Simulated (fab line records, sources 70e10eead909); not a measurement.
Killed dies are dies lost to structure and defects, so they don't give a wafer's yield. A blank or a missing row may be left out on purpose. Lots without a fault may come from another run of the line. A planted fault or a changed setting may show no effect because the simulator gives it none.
fab line records | flow nand_harc
record lots=24 wafers=72 last_day=33
route steps=1302 shown A_CHANNEL_FILL_D1@507 A_DECK1_JOINT@518 A_ONON_D2@554 A_CHANNEL_HOLE_D2@597
lots that met no fault: from a run of the same line without faults
start_h: hours from the record's first day to the start of the lot's first wafer shown | wait_h: hours since the lot's step before | " the same as in the row above | L1.1+2: a row that stands for several wafers | - no value, or no start given | * or withheld: withheld | < > ~ a bound
route shown NAME@n: a module of which the file shows steps, and the number in the route of the first | usual: mean/standard deviation of fault-free wafers | same: alike in all rows | chamber/n: place in a boat | sites: the reading at each site | _std_site: their standard deviation | _edge_site: outer sites' mean less inner sites' | radius_mm: how far each site lies from the wafer's centre | mask NAME#n: copy n | behind: the tool/chamber that last shaped the wafer | hold: why the lot was held/for how many hours/how that ended | device: the transistor (n, p or np) that didn't switch | end of line: the same wafers' tests at the end of the route | a step without rows: its recipe alone | killed: dies lost to structure and defects at the first sort, not the wafer's yield | map: a wafer's dies, x killed, . not, _ none there
set.NAME: the setting as run; set.NAME@STEP: as run at that earlier step | model.NAME: the simulator's own value behind a step, which no gauge read
steps of the route over a sample of lots; a table a step, a row a wafer
services: from which hour (start_h, from the record's first day; less than 0 if before it) a tool's chamber was out of use, for how many hours, and why
## steps
# step NHARC_A_CHANNEL_FILL_D1_ALD_25
# recipe target_thk_a=600 pulse_time_s=10 ald_cycles=600 temp_c=300 material=SiOx
# usual heater_power_w=474/46 precursor_pulse_height_rel=1.000/0.019
# columns lot.wafer tool chamber start_h wait_h heater_power_w precursor_pulse_height_rel since_wet_clean_h
L074.1 ald_hk-01 3 213.82 0.1 464 1.025 87
L074.4 " 0 " " 383 0.998 88
L074.2 " 2 215.70 1.9 470 0.963 89
L075.2 ald_hk-04 2 231.67 0.7 501 1.031 145
L075.5 " 1 233.52 2.5 524 0.967 -
L075.6 " 2 " " 498 1.042 -
L076.2 ald_hk-03 1 246.03 0.7 577 0.985 25
L076.1 " 3 247.27 1.9 479 1.014 26
L076.5 " 1 248.50 3.1 552 0.987 -
L077.2 ald_hk-01 2 254.38 0.7 448 0.985 128
L077.3 " 0 255.62 1.9 369 1.009 129
L077.6 " 1 " " 472 0.983 -
L078.1 ald_hk-03 2 265.26 0.1 492 1.007 44
L078.3 " 0 266.50 1.3 483 1.038 46
L078.5 " 3 268.35 3.1 480 1.019 -
L079.2 ald_hk-03 0 278.09 1.9 483 0.997 57
L079.6 " 1 " " 575 1.008 -
L079.5 " 2 " " 486 1.009 -
L080.3 ald_hk-01 1 284.42 0.1 471 0.995 158
L080.1 " 3 285.66 1.3 460 1.015 159
L080.5 " 1 286.90 2.5 469 0.983 -
L081.3 ald_hk-04 3 302.46 0.7 447 0.975 38
L081.4 " 1 303.69 1.9 512 1.006 39
L081.6 " 3 304.93 3.1 433 0.994 -
L082.1 ald_hk-03 2 303.06 1.3 489 0.996 82
L082.4 " 3 " " 497 0.997 83
L082.6 " 0 " " 489 1.020 -
L083.4 ald_hk-01 2 324.44 0.7 454 0.995 20
L083.2 " 3 " " 477 0.992 20
L083.6 " 1 326.27 2.5 441 0.984 -
L085.2 ald_hk-03 0 334.35 0.1 482 0.981 114
L085.3 " 1 " " 585 0.973 114
L085.1 " 3 336.17 1.9 490 1.046 115
L084.3 ald_hk-04 1 335.58 1.3 508 0.955 71
L084.2 " 2 " " 499 1.044 72
L084.5 " 3 " " 427 1.004 -
L086.3 ald_hk-01 0 348.71 1.3 378 0.992 44
L086.5 " 2 349.94 2.5 448 1.008 -
L086.6 " 3 " " 469 1.005 -
L087.2 ald_hk-04 0 368.50 0.1 478 0.984 104
L087.1 " 1 " " 500 1.009 105
L087.6 " 0 370.97 2.5 505 1.020 -
L088.4 ald_hk-01 2 370.51 2.1 452 0.990 66
L088.5 " 0 371.75 3.3 382 1.000 -
L088.6 " 1 " " 443 0.991 -
L089.1 ald_hk-01 3 379.00 0.1 477 0.989 74
L089.3 " 1 380.26 1.3 444 0.978 75
L089.6 " 3 381.51 2.6 475 1.003 -
L090.3 ald_hk-03 3 379.61 0.7 488 1.014 159
L090.1 " 0 " " 469 1.019 159
L090.5 " 2 381.45 2.5 490 0.991 -
L091.3 ald_hk-01 3 394.53 0.7 470 0.986 90
L091.4 " 1 395.80 2.0 456 1.000 91
L091.6 " 2 " " 451 0.958 -
L093.1 ald_hk-03 1 405.69 0.1 557 1.006 6
L093.2 " 2 " " 519 1.006 7
L093.3 " 0 407.54 1.9 499 0.994 8
L092.2 ald_hk-04 0 405.70 0.1 471 1.019 141
L092.3 " 1 " " 496 1.011 142
L092.1 " 2 " " 487 0.985 142
L094.1 ald_hk-01 0 420.68 0.1 388 0.990 116
L094.2 " 1 " " 460 1.005 117
L094.4 " 2 " " 458 1.023 117
L095.2 ald_hk-03 3 429.99 0.1 452 0.992 31
L095.3 " 2 431.85 1.9 514 1.001 33
L095.6 " 3 " " 450 0.990 -
L096.2 ald_hk-03 3 446.45 0.1 458 0.996 47
L096.1 " 2 448.31 1.9 519 1.006 49
L096.6 " 3 " " 471 0.963 -
L097.2 ald_hk-01 3 451.65 1.3 470 0.978 147
L097.3 " 0 " " 385 1.018 147
L097.6 " 2 453.52 3.2 443 0.998 -
# step NHARC_A_DECK1_JOINT_ETCHBACK_07
# recipe target_depth_a=1050 time_s=26.9 hbr_flow_sccm=150 rf_w=350 icp_w=350 bias_w=60 chemistry=HBr
# usual chamber_pressure_mTorr=15.000/0.015 drypump_motor_current_A=5.9/0.47 oes_product_au=1.003/0.0084 throttle_valve_pct=23.266/0.0087
# columns lot.wafer tool chamber start_h wait_h chamber_pressure_mTorr drypump_motor_current_A oes_product_au rf_hours_counter_h throttle_valve_pct
L074.2 rie_si-02 2 225.83 0.1 14.997 6.4 0.981 0.8 23.242
L074.4 " 3 " " 14.986 5.4 1.007 0.6 23.267
L074.1 " 1 " " 15.003 6.1 1.017 0.8 23.271
L075.2 rie_si-02 3 242.88 0.1 15.019 5.4 0.996 0.8 23.263
L075.6 " 1 " " 15.018 6.0 1.005 - 23.268
L075.5 " 2 " " 14.989 6.4 0.984 - 23.270
L076.2 rie_si-01 3 257.21 0.1 15.003 6.2 1.019 0.4 23.275
L076.1 " 0 " " 15.002 6.3 1.010 0.4 23.271
L076.5 " 3 " " 14.993 6.2 1.021 - 23.266
L077.2 rie_si-02 2 265.60 0.1 15.001 6.5 1.003 1.1 23.268
L077.3 " 3 " " 14.985 5.5 1.001 0.8 23.278
L077.6 " 1 " " 14.985 6.1 1.008 - 23.271
L078.1 rie_si-05 2 277.13 0.1 14.993 5.7 1.002 0.9 23.263
L078.3 " 3 " " 15.016 5.9 1.000 1.0 23.262
L078.5 " 1 " " 14.992 5.8 0.981 - 23.260
L079.2 rie_si-01 1 288.12 0.1 14.989 5.5 1.021 0.5 23.268
L079.5 " 3 " " 15.022 6.1 1.008 - 23.266
L079.6 " 0 " " 15.015 6.3 1.008 - 23.261
L080.3 rie_si-02 2 297.13 0.1 15.024 6.4 1.002 0.1 23.259
L080.1 " 3 " " 15.001 5.5 0.998 0.1 23.269
L080.5 " 2 " " 15.008 6.5 1.005 - 23.260
L081.3 rie_si-01 3 313.60 0.1 15.013 6.1 1.003 0.9 23.254
L081.4 " 1 " " 14.981 5.5 1.022 0.7 23.270
L081.6 " 3 " " 15.019 6.1 1.007 - 23.249
L082.1 rie_si-02 3 313.61 0.1 15.003 5.4 1.004 0.1 23.272
L082.4 " 0 " " 15.015 5.2 1.002 0.2 23.260
L082.6 " 3 " " 14.987 5.5 1.002 - 23.268
L083.2 rie_si-02 1 335.58 0.1 14.994 6.1 1.010 0.3 23.261
L083.4 " 2 " " 14.991 6.4 1.011 0.3 23.265
L083.6 " 1 " " 14.992 6.1 1.010 - 23.268
L084.2 rie_si-02 2 346.12 0.1 14.999 6.5 1.007 0.4 23.267
L084.3 " 3 " " 15.004 5.5 1.005 0.3 23.265
L084.5 " 2 " " 15.007 6.5 0.998 - 23.247
L085.3 rie_si-05 3 346.12 0.1 14.973 5.9 1.008 0.3 23.261
L085.2 " 0 " " 14.996 6.7 0.995 0.2 23.272
L085.1 " 2 " " 15.003 5.7 1.000 0.2 23.286
L086.3 rie_si-05 0 359.88 0.1 14.999 6.7 0.990 0.4 23.282
L086.6 " 2 " " 14.972 5.7 0.986 - 23.260
L086.5 " 3 " " 14.988 5.9 1.001 - 23.254
L087.1 rie_si-02 1 380.46 0.1 14.990 6.0 1.002 0.6 23.267
L087.2 " 3 " " 14.985 5.4 1.012 0.5 23.265
L087.6 " 2 " " 14.988 6.4 1.000 - 23.269
L088.4 rie_si-01 1 380.50 0.1 15.039 5.5 0.999 0 23.269
L088.5 " 2 " " 14.994 5.0 0.999 - 23.273
L088.6 " 3 " " 14.978 6.2 1.012 - 23.281
L090.1 rie_si-01 2 390.74 0.1 14.987 5.0 1.003 0.1 23.275
L090.3 " 1 " " 15.005 5.5 1.003 0.1 23.249
L090.5 " 3 " " 15.020 6.2 1.010 - 23.262
L089.1 rie_si-05 3 390.75 0.1 14.997 5.9 1.009 0.6 23.271
L089.3 " 1 " " 14.979 5.8 1.004 0.4 23.267
L089.6 " 3 " " 14.996 5.9 1.011 - 23.266
L091.4 rie_si-05 2 405.81 0.1 14.988 5.8 0.994 0.6 23.247
L091.3 " 0 " " 14.998 6.7 1.009 0.6 23.284
L091.6 " 1 " " 15.004 5.9 1.008 - 23.263
L093.3 rie_si-05 2 417.45 0.1 14.977 5.7 0.996 0.7 23.246
L093.1 " 3 " " 14.993 5.9 1.001 0.8 23.272
L093.2 " 0 " " 14.998 6.7 1.002 0.6 23.262
L092.2 rie_si-01 0 417.50 0.1 15.017 6.4 1.014 0.3 23.257
L092.1 " 1 " " 14.993 5.5 1.002 0.3 23.257
L092.3 " 2 " " 15.004 5.0 1.019 0.3 23.277
L094.4 rie_si-02 2 432.76 0.1 15.009 6.4 0.986 0.9 23.277
L094.2 " 3 " " 14.997 5.5 0.990 0.9 23.272
L094.1 " 1 " " 15.020 6.1 1.005 0.9 23.267
L095.3 rie_si-02 3 441.76 0.1 15.013 5.5 1.008 0.9 23.265
L095.2 " 0 " " 15.007 5.2 1.010 0.9 23.275
L095.6 " 3 " " 15.004 5.5 1.003 - 23.270
L096.1 rie_si-05 1 458.31 0.1 15.027 5.8 1.000 0.8 23.266
L096.2 " 2 " " 15.012 5.7 0.985 0.9 23.258
L096.6 " 1 " " 15.003 5.8 0.998 - 23.280
L097.3 rie_si-01 2 462.21 0.1 14.972 5.0 0.997 0.5 23.268
L097.2 " 3 " " 14.984 6.2 1.016 0.5 23.267
L097.6 " 2 " " 15.000 5.0 0.998 - 23.256
# step NHARC_A_ONON_D2_THK_MEAS_14
# recipe thk_meas_gauge=ellipsometry
# usual thk_nm=997/8.2
# columns lot.wafer tool chamber start_h wait_h thk_nm
L074.1 film_metro-02 - 262.91 - 998
L074.2 " - " " 1000
L074.4 " - " " 998
L075.2 film_metro-01 - 281.43 - 987
L075.5 " - " " 987
L075.6 " - " " 988
L076.1 film_metro-01 - 295.36 - 991
L076.2 " - " " 992
L076.5 " - " " 990
L077.2 film_metro-02 - 300.56 - 999
L077.3 " - " " 996
L077.6 " - " " 996
L078.1 film_metro-02 - 312.99 - 1001
L078.3 " - " " 1000
L078.5 " - " " 1003
L079.2 film_metro-01 - 328.22 - 994
L079.5 " - " " 992
L079.6 " - " " 991
L080.1 film_metro-01 - 341.31 - 975
L080.3 " - " " 977
L080.5 " - " " 978
L081.3 film_metro-02 - 350.86 - 1003
L081.4 " - " " 1003
L081.6 " - " " 1002
L082.1 film_metro-01 - 350.90 - 992
L082.4 " - " " 992
L082.6 " - " " 994
L083.2 film_metro-02 - 373.44 - 988
L083.4 " - " " 987
L083.6 " - " " 988
L084.2 film_metro-01 - 383.75 - 997
L084.3 " - " " 998
L084.5 " - " " 999
L085.1 film_metro-01 - 383.86 - 995
L085.2 " - " " 996
L085.3 " - " " 995
L086.3 film_metro-01 - 400.36 - 1006
L086.5 " - " " 1005
L086.6 " - " " 1004
L087.1 film_metro-01 - 419.50 - 991
L087.2 " - " " 992
L087.6 " - " " 991
L088.4 film_metro-02 - 419.72 - 1015
L088.5 " - " " 1016
L088.6 " - " " 1012
L090.1 film_metro-01 - 430.95 - 991
L090.3 " - " " 993
L090.5 " - " " 992
L089.1 film_metro-01 - 431.15 - 990
L089.3 " - " " 990
L089.6 " - " " 991
L091.3 film_metro-02 - 446.27 - 1005
L091.4 " - " " 1007
L091.6 " - " " 1008
L093.1 film_metro-02 - 458.97 - 999
L093.2 " - " " 999
L093.3 " - " " 1001
L092.1 film_metro-01 - 459.19 - 1013
L092.2 " - " " 1015
L092.3 " - " " 1012
L094.1 film_metro-01 - 470.09 - 999
L094.2 " - " " 999
L094.4 " - " " 998
L095.2 film_metro-01 - 477.04 - 1001
L095.3 " - " " 1002
L095.6 " - " " 1002
L096.1 film_metro-02 - 501.06 - 996
L096.2 " - " " 999
L096.6 " - " " 997
L097.2 film_metro-02 - 501.19 - 1000
L097.3 " - " " 1000
L097.6 " - " " 1000
# step NHARC_A_ONON_D2_THK_MEAS_27
# recipe thk_meas_gauge=ellipsometry
# usual thk_nm=1000/8.2
# columns lot.wafer tool chamber start_h wait_h thk_nm
L074.1 film_metro-02 - 273.57 - 1000
L074.2 " - " " 1004
L074.4 " - " " 1003
L075.2 film_metro-02 - 291.33 - 998
L075.5 " - " " 997
L075.6 " - " " 996
L076.1 film_metro-01 - 304.73 - 1000
L076.2 " - " " 999
L076.5 " - " " 1001
L077.2 film_metro-01 - 310.66 - 1003
L077.3 " - " " 1004
L077.6 " - " " 1004
L078.1 film_metro-01 - 323.80 - 1002
L078.3 " - " " 1003
L078.5 " - " " 1003
L079.2 film_metro-02 - 338.15 - 1001
L079.5 " - " " 1001
L079.6 " - " " 999
L080.1 film_metro-01 - 350.43 - 1010
L080.3 " - " " 1009
L080.5 " - " " 1010
L081.3 film_metro-01 - 359.87 - 1004
L081.4 " - " " 1004
L081.6 " - " " 1003
L082.1 film_metro-02 - 359.90 - 987
L082.4 " - " " 986
L082.6 " - " " 986
L083.2 film_metro-01 - 386.35 - 992
L083.4 " - " " 993
L083.6 " - " " 993
L085.1 film_metro-02 - 394.08 - 999
L085.2 " - " " 999
L085.3 " - " " 998
L084.2 film_metro-01 - 394.09 - 1002
L084.3 " - " " 1003
L084.5 " - " " 1003
L086.3 film_metro-01 - 410.01 - 995
L086.5 " - " " 994
L086.6 " - " " 994
L088.4 film_metro-01 - 428.55 - 1014
L088.5 " - " " 1013
L088.6 " - " " 1013
L087.1 film_metro-02 - 428.55 - 1012
L087.2 " - " " 1010
L087.6 " - " " 1009
L089.1 film_metro-02 - 440.46 - 1008
L089.3 " - " " 1010
L089.6 " - " " 1009
L090.1 film_metro-02 - 440.47 - 1006
L090.3 " - " " 1008
L090.5 " - " " 1005
L091.3 film_metro-02 - 456.01 - 998
L091.4 " - " " 997
L091.6 " - " " 996
L092.1 film_metro-01 - 468.04 - 978
L092.2 " - " " 975
L092.3 " - " " 975
L093.1 film_metro-02 - 468.05 - 991
L093.2 " - " " 991
L093.3 " - " " 993
L094.1 film_metro-01 - 479.15 - 1001
L094.2 " - " " 1000
L094.4 " - " " 998
L095.2 film_metro-01 - 486.48 - 999
L095.3 " - " " 998
L095.6 " - " " 998
L096.1 film_metro-01 - 510.16 - 993
L096.2 " - " " 993
L096.6 " - " " 996
L097.2 film_metro-02 - 510.17 - 1006
L097.3 " - " " 1005
L097.6 " - " " 1005
# step NHARC_A_ONON_D2_THK_MEAS_34
# recipe thk_meas_gauge=ellipsometry
# usual thk_nm=199.8/3
# columns lot.wafer tool chamber start_h wait_h thk_nm
L074.1 film_metro-02 - 274.74 - 199.4
L074.2 " - " " 197.3
L074.4 " - " " 205.9
L075.2 film_metro-01 - 292.37 - 199.0
L075.5 " - " " 205.8
L075.6 " - " " 200.4
L076.1 film_metro-01 - 305.83 - 199.7
L076.2 " - " " 200.6
L076.5 " - " " 200.7
L077.2 film_metro-02 - 311.69 - 196.0
L077.3 " - " " 197.7
L077.6 " - " " 201.4
L078.1 film_metro-01 - 324.85 - 198.4
L078.3 " - " " 197.9
L078.5 " - " " 201.0
L079.2 film_metro-02 - 339.19 - 194.8
L079.5 " - " " 199.8
L079.6 " - " " 197.5
L080.1 film_metro-02 - 351.46 - 192.1
L080.3 " - " " 197.5
L080.5 " - " " 205.4
L081.3 film_metro-02 - 360.92 - 197.5
L081.4 " - " " 199.8
L081.6 " - " " 204.5
L082.1 film_metro-01 - 360.94 - 201.3
L082.4 " - " " 204.5
L082.6 " - " " 205.7
L083.2 film_metro-01 - 387.42 - 194.7
L083.4 " - " " 201.0
L083.6 " - " " 202.7
L085.1 film_metro-02 - 395.12 - 199.0
L085.2 " - " " 196.4
L085.3 " - " " 198.7
L084.2 film_metro-01 - 395.12 - 197.4
L084.3 " - " " 196.5
L084.5 " - " " 201.6
L086.3 film_metro-02 - 411.05 - 199.1
L086.5 " - " " 202.1
L086.6 " - " " 203.2
L088.4 film_metro-01 - 429.59 - 196.5
L088.5 " - " " 200.4
L088.6 " - " " 201.7
L087.1 film_metro-02 - 429.59 - 200.0
L087.2 " - " " 195.4
L087.6 " - " " 201.3
L089.1 film_metro-02 - 441.50 - 199.9
L089.3 " - " " 197.5
L089.6 " - " " 201.3
L090.1 film_metro-01 - 441.50 - 198.3
L090.3 " - " " 196.1
L090.5 " - " " 203.6
L091.3 film_metro-01 - 457.05 - 195.0
L091.4 " - " " 202.0
L091.6 " - " " 199.8
L093.1 film_metro-02 - 469.09 - 196.4
L093.2 " - " " 194.9
L093.3 " - " " 199.9
L092.1 film_metro-01 - 469.09 - 200.6
L092.2 " - " " 198.1
L092.3 " - " " 196.1
L094.1 film_metro-02 - 480.19 - 196.6
L094.2 " - " " 198.1
L094.4 " - " " 203.6
L095.2 film_metro-01 - 487.52 - 196.6
L095.3 " - " " 197.2
L095.6 " - " " 195.9
L096.1 film_metro-02 - 511.20 - 201.0
L096.2 " - " " 200.2
L096.6 " - " " 203.7
L097.2 film_metro-02 - 511.50 - 194.1
L097.3 " - " " 198.0
L097.6 " - " " 203.4
# step NHARC_A_CHANNEL_HOLE_D2_ETCH_25
# recipe bias_v=5000 source_w=withheld pressure_mtorr=20 time_s=1040.2 ar_flow_sccm=375 c4f8_flow_sccm=93.8 o2_flow_sccm=31.2 temp_c=-20 target_depth_a=15000 chemistry=C4F8/O2/Ar
# usual chamber_pressure_mTorr=20.002/0.019 drypump_motor_current_A=5.67/0.28 mfc_ar_sccm=374.8/1.1 oes_air_line_au=1.001/0.022 showerhead_plenum_p_Torr=3.637/0.029 throttle_valve_pct=32.236/0.0089
# columns lot.wafer tool chamber start_h wait_h chamber_pressure_mTorr drypump_motor_current_A mfc_ar_sccm oes_air_line_au rf_hours_counter_h showerhead_plenum_p_Torr throttle_valve_pct
L074.2 har_etch-01 1 281.97 0.6 20.006 5.66 375.6 1.018 145 3.644 32.243
L074.1 " 0 " " 20.062 5.64 374.2 1.034 145 3.699 32.233
L074.4 " 1 " " 19.977 5.66 375.3 0.974 - 3.644 32.229
L075.2 har_etch-02 0 299.66 0.7 20.021 5.33 377.2 1.004 366 3.661 32.233
L075.5 " 1 " " 19.989 6.04 374.1 1.016 - 3.684 32.244
L075.6 " 0 " " 20.004 5.33 376.0 0.989 - 3.661 32.229
L076.2 har_etch-02 1 316.79 0.6 19.966 6.04 374.9 1.010 374 3.680 32.245
L076.1 " 0 " " 20.047 5.33 374.3 1.025 374 3.657 32.246
L076.5 " 1 " " 20.008 6.05 374.5 1.055 - 3.680 32.241
L077.2 har_etch-01 1 325.10 0.7 20.011 5.66 373.2 1.024 167 3.632 32.220
L077.3 " 0 " " 20.029 5.64 373.7 0.991 - 3.687 32.238
L077.6 " 0 " " 20.044 5.66 375.2 0.944 - 3.687 32.243
L078.1 har_etch-02 0 333.58 0.6 20.008 5.31 374.2 0.998 385 3.650 32.231
L078.3 " 1 " " 20.008 6.08 375.2 1.030 - 3.674 32.237
L078.5 " 1 " " 20.010 6.10 375.2 1.003 - 3.674 32.233
L079.2 har_etch-02 1 347.80 0.6 19.974 6.06 374.8 1.023 393 3.670 32.234
L079.6 " 1 " " 20.028 6.06 376.2 0.990 - 3.669 32.227
L079.5 " 0 " " 19.987 5.30 374.3 1.008 - 3.646 32.235
L080.1 har_etch-01 0 359.62 0.6 19.999 5.63 374.3 0.972 186 3.677 32.240
L080.3 " 1 " " 20.002 5.67 374.4 0.975 - 3.622 32.240
L080.5 " 1 " " 20.023 5.68 374.5 0.963 - 3.622 32.237
L081.3 har_etch-01 0 370.67 0.7 20.021 5.62 376.0 1.029 - 3.673 32.242
L081.4 " 1 " " 20.032 5.66 375.5 1.016 - 3.618 32.248
L081.6 " 1 " " 20.009 5.65 375.8 1.015 - 3.618 32.244
L082.1 har_etch-02 0 373.44 0.7 20.014 5.31 376.4 0.975 409 3.638 32.229
L082.4 " 0 " " 20.013 5.30 374.0 0.975 - 3.638 32.235
L082.6 " 0 " " 20.016 5.32 376.5 0.995 - 3.638 32.243
L083.2 har_etch-02 0 398.28 0.6 20.016 5.32 375.8 0.997 3 3.636 32.222
L083.4 " 0 " " 19.982 5.32 374.8 1.000 - 3.636 32.234
L083.6 " 0 " " 19.986 5.32 374.7 1.001 - 3.636 32.233
L085.1 har_etch-02 0 403.32 0.6 20.009 5.32 376.7 0.965 7 3.634 32.214
L085.2 " 1 " " 19.985 6.03 375.9 0.985 7 3.657 32.255
L085.3 " 0 " " 20.033 5.33 378.6 1.018 - 3.633 32.253
L084.2 har_etch-01 1 405.08 0.7 20.001 5.64 373.8 0.990 220 3.603 32.241
L084.3 " 0 " " 19.999 5.63 374.7 1.018 - 3.658 32.236
L084.5 " 1 " " 19.962 5.64 374.2 1.014 - 3.604 32.217
L086.3 har_etch-02 0 418.40 0.7 20.003 5.35 376.7 1.009 - 3.629 32.244
L086.6 " 1 " " 19.994 6.08 374.8 1.003 - 3.653 32.228
L086.5 " 0 " " 20.009 5.31 376.2 1.004 - 3.629 32.225
L088.4 har_etch-02 0 448.69 0.7 20.003 5.33 373.9 1.000 - 3.622 32.232
L088.5 " 0 " " 19.966 5.33 374.1 1.001 - 3.621 32.242
L088.6 " 1 " " 19.994 6.08 374.5 1.029 - 3.645 32.248
L087.1 har_etch-01 0 449.24 0.6 19.990 5.61 374.2 0.985 243 3.646 32.237
L087.2 " 1 " " 20.016 5.64 374.3 0.995 243 3.592 32.236
L087.6 " 0 " " 19.990 5.62 375.2 0.988 - 3.646 32.240
L089.1 har_etch-02 0 452.73 0.7 19.995 5.32 375.7 1.035 34 3.619 32.235
L089.3 " 1 " " 20.002 6.08 375.4 0.997 - 3.643 32.229
L089.6 " 1 " " 20.004 6.08 375.2 0.974 - 3.643 32.247
L090.1 har_etch-01 1 453.58 0.7 20.008 5.65 375.6 0.998 247 3.589 32.234
L090.3 " 1 " " 20.004 5.64 375.2 0.988 - 3.590 32.231
L090.5 " 0 " " 20.006 5.64 374.5 0.969 - 3.644 32.242
L091.3 har_etch-02 1 466.99 0.7 20.002 6.05 375.4 0.985 - 3.637 32.232
L091.4 " 0 " " 19.987 5.32 375.7 0.976 - 3.614 32.253
L091.6 " 0 " " 20.023 5.32 375.6 1.004 - 3.613 32.249
L092.1 har_etch-01 1 476.22 0.7 20.016 5.65 372.5 1.031 262 3.582 32.240
L092.2 " 0 " " 20.015 5.65 375.9 1.008 262 3.636 32.238
L092.3 " 1 " " 19.985 5.65 373.5 1.054 - 3.582 32.224
L093.1 har_etch-02 0 477.25 0.6 20.021 5.33 376.1 1.007 53 3.609 32.221
L093.2 " 1 " " 19.955 6.06 373.9 1.002 53 3.633 32.225
L093.3 " 1 " " 20.001 6.03 375.5 1.001 - 3.632 32.229
L094.1 har_etch-01 1 488.35 0.6 20.006 5.66 374.0 1.000 270 3.577 32.251
L094.2 " 0 " " 19.989 5.65 374.0 1.016 270 3.632 32.250
L094.4 " 1 " " 19.987 5.65 374.3 1.030 - 3.578 32.228
L095.2 har_etch-02 0 496.83 0.6 19.980 5.33 372.2 0.973 64 3.603 32.222
L095.3 " 1 " " 20.004 6.04 376.1 1.015 - 3.626 32.215
L095.6 " 0 " " 19.999 5.31 375.0 0.980 - 3.603 32.240
L096.2 har_etch-02 1 518.36 0.6 20.030 6.07 373.2 0.981 68 3.625 32.233
L096.1 " 0 " " 20.000 5.33 375.2 0.994 68 3.601 32.238
L096.6 " 0 " " 19.977 5.34 375.5 1.037 - 3.601 32.235
L097.2 har_etch-01 1 518.73 0.7 20.009 5.66 374.2 1.033 282 3.571 32.237
L097.3 " 0 " " 19.979 5.65 375.0 0.991 - 3.626 32.229
L097.6 " 1 " " 20.002 5.66 373.5 1.024 - 3.571 32.247
## services
# columns tool chamber start_h hours kind
rie_si-01 - 193.00 9.0 pm
ald_hk-03 - 212.00 10.0 pm
ald_hk-04 - 255.76 10.0 pm
rie_si-02 - 277.00 9.0 pm
rie_si-02 0 277.00 9.0 vent_cycle
ald_hk-01 - 296.00 10.0 pm
rie_si-05 - 305.00 9.0 pm
rie_si-05 2 347.76 3.0 repair
rie_si-02 - 366.46 0.6 repair
rie_si-01 - 370.00 9.0 pm
har_etch-02 - 378.38 17.0 pm
har_etch-02 0 378.38 17.0 vent_cycle
har_etch-02 1 378.38 17.0 vent_cycle
har_etch-02 0 395.38 - clean
har_etch-02 0 395.38 - consumable_replace:focus_ring
har_etch-02 1 395.38 - clean
har_etch-02 1 395.38 - consumable_replace:focus_ring
ald_hk-04 - 433.76 10.0 pm
rie_si-01 3 449.23 2.1 repair
rie_si-02 - 454.00 9.0 pm
rie_si-01 0 461.13 5.1 repair
ald_hk-01 - 474.00 10.0 pm
rie_si-05 3 476.14 13.7 repair
rie_si-05 - 482.00 9.0 pm
## key
fault none
